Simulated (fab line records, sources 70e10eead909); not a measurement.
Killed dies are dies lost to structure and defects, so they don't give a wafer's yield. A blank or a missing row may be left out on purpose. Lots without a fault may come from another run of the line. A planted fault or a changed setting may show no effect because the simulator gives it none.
Which tool did it? | flow nand_harc | 6 lots, 18 wafers sampled, at 3 steps of a route of 1302

WHAT THE GAUGES READ, wafer by wafer
NHARC_A_ONON_D1_THK_MEAS_30: measures by ellipsometry.
lot  | measured     | on            | thk_nm (nm)
L675 | day 10 05:00 | film_metro-01 | 995 996 994
L680 | day 12 00:26 | film_metro-02 | 979 980 980
L683 | day 13 02:47 | film_metro-02 | 669 669 668
L689 | day 15 16:24 | film_metro-02 | 998 997 997
L691 | day 16 14:37 | film_metro-01 | 1008 1007 1006
L693 | day 17 15:04 | film_metro-02 | 987 987 988

WHICH TOOL RAN EACH LOT (tool, then ch and the chambers of the sampled wafers, then the start)
lot  | NHARC_P_BONDPAD_ACTIVATE_29        | NHARC_A_ONON_D1_DEP_28
L675 | rie_diel-02 ch 0,2, day 8 13:08    | pecvd_onon-01 ch 0, day 10 04:29
L680 | rie_diel-11 ch 0,2, day 10 12:11   | pecvd_onon-04 ch 0, day 12 00:03
L683 | rie_diel-06 ch 0,1, day 11 14:25   | pecvd_onon-04 ch 0, day 13 02:20
L689 | rie_diel-11 ch 0,1,3, day 14 02:19 | pecvd_onon-01 ch 0, day 15 15:57
L691 | rie_diel-06 ch 1,2, day 15 00:56   | pecvd_onon-01 ch 0, day 16 14:06
L693 | rie_diel-06 ch 1,3, day 16 00:17   | pecvd_onon-04 ch 0, day 17 14:37
- NHARC_P_BONDPAD_ACTIVATE_29: chemistry N2, time 60 s.
- NHARC_A_ONON_D1_DEP_28: target thk 1000 nm.

THE ANSWER, worked out from the rows above alone
Rule: what is usual is taken from the lots themselves. Put in order of their means at a reading, lots are off if they are a third of the lots or fewer, leave a main group of 4 or more, and stand apart from it by a gap of 3 or more times the standard deviation of the main group's means; of several such gaps the widest counts. A main group whose means are all the same, to the digits that the tables above print for the reading, isn't used. A lot without any number at a reading at which 4 lots or more have one is off too. The other lots that the step has rows for count as sound.
Off: L683, at NHARC_A_ONON_D1_THK_MEAS_30 (thk_nm). The main group: mean 993 nm, standard deviation 9.3.
A tool fits if, at a process step before that reading, it ran every lot that is off, and no sound lot after the first of them. The gauges at NHARC_A_ONON_D1_THK_MEAS_30 are tried like those tools. None of those tried fits.

WHAT THE SIMULATOR HAD PUT IN
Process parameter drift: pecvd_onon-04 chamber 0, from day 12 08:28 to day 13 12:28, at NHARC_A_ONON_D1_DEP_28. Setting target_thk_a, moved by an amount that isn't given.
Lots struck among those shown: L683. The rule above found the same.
